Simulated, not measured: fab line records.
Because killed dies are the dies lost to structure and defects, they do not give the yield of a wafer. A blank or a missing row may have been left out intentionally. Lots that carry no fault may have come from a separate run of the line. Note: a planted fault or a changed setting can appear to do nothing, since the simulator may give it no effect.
The same fault as seen by 2 desks -- flow n5Finfet -- numbers are kept per desk, each desk with only its own; the story behind them comes last

## AT THE METROLOGY DESK
Lot by lot, what the gauges showed, no matter which tool ran the lot: averages of those sampled wafers that carry a number. A lot is out of limits, marked OUT, if its mean lies more than 4 standard deviations from the usual mean; the brackets give that distance. Only the readings that lie furthest out on some lot appear, 7 of the 10 it has.
Columns: A = DIBL_N at N5_BEOL_M4_RC_MEAS_101, usual 36.3 mV/V; B = IOFF_N at N5_BEOL_M4_RC_MEAS_101, usual 0.156 nA/um; C = IOFF_P at N5_BEOL_M4_RC_MEAS_101, usual 0.21 nA/um; D = ION_N at N5_BEOL_M4_RC_MEAS_101, usual 675 uA/um; E = ION_P at N5_BEOL_M4_RC_MEAS_101, usual 463 uA/um; F = SS_N at N5_BEOL_M4_RC_MEAS_101, usual 71.6 mV/dec; G = VT_P at N5_BEOL_M4_RC_MEAS_101, usual -251 mV
lot,first seen here,A,B,C,D,E,F,G
L648,day 8 16:44,36.4,0.162,0.21,683,466,71.2,-254
L653,day 9 12:40,35.7,0.147,0.20,672,456,71.4,-251
L652,day 9 18:32,37.1,0.166,0.23,676,465,71.6,-247
L657,day 11 05:25,34.2,0.132,0.18,663,464,70.9,-252
L659,day 11 08:19,37.1,0.170,0.20,674,458,72.1,-251
L658,day 11 10:50,37.1,0.182,0.26,692,480,72.5,-246
L660,day 11 13:23,35.5,0.144,0.23,673,470,71.6,-246
L662,day 11 21:04,35.1,0.142,0.18,669,458,71.6,-253
L663,day 12 08:28,37.3,0.177,0.21,686,465,71.8,-250
L664,day 12 16:44,36.0,0.148,0.20,666,458,71.1,-252
L668,day 14 08:32,38.8,0.196,0.27,678,472,71.9,-246
This desk's verdict: no lot among the 11 shows anything out of limits.

## AT THE TOOL OWNER'S DESK: aldSin-04
The tool's own readings at N5_BEOL_M0_SAQP_SPACER1_ALD_98 (deposits SiO2, target thk 12.8 nm, pulse time 1 s, purge time 2 s): means of the sampled wafers that have a number, for each lot that ran on this tool. A lot is out of limits, marked OUT, if its mean lies more than 4 standard deviations from the usual mean; the brackets give that distance.
Columns: A = heaterPowerW at N5_BEOL_M0_SAQP_SPACER1_ALD_98, usual 478 W; B = precursorPulseHeightRel at N5_BEOL_M0_SAQP_SPACER1_ALD_98, usual 1.000; C = susceptorTempC at N5_BEOL_M0_SAQP_SPACER1_ALD_98, usual 300.00 C
lot,first seen here,A,B,C
L652,day 7 10:16,487,1.004,300.04
L653,day 7 13:10,483,1.002,299.91
L658,day 9 00:09,486,1.010,300.11
L662,day 9 18:39,445,1.000,303.86 (+20) OUT
L664,day 10 02:59,395,0.989,303.88 (+20) OUT
This desk's verdict: out of limits on L662, L664, starting with L662 at day 9 18:39 (susceptorTempC at N5_BEOL_M0_SAQP_SPACER1_ALD_98). In limits: L652, L653, L658.

## ALL TOGETHER
The tool owner's desk had the chance to raise an alarm at day 9 18:39 on L662, L664.
The metrology desk saw nothing out of limits.
The metrology desk holds a record of L662, L664, inside its limits.
All the named lots went through N5_BEOL_M0_SAQP_SPACER1_ALD_98 on aldSin-04.

## WHAT THE SIMULATOR PUT IN
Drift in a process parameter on aldSin-04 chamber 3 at N5_BEOL_M0_SAQP_SPACER1_ALD_98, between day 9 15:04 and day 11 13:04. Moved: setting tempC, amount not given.
Shown lots that were struck: L662, L664.
Time in hours from fault onset to the first out-of-limits reading at each desk: the tool owner's desk, 4.
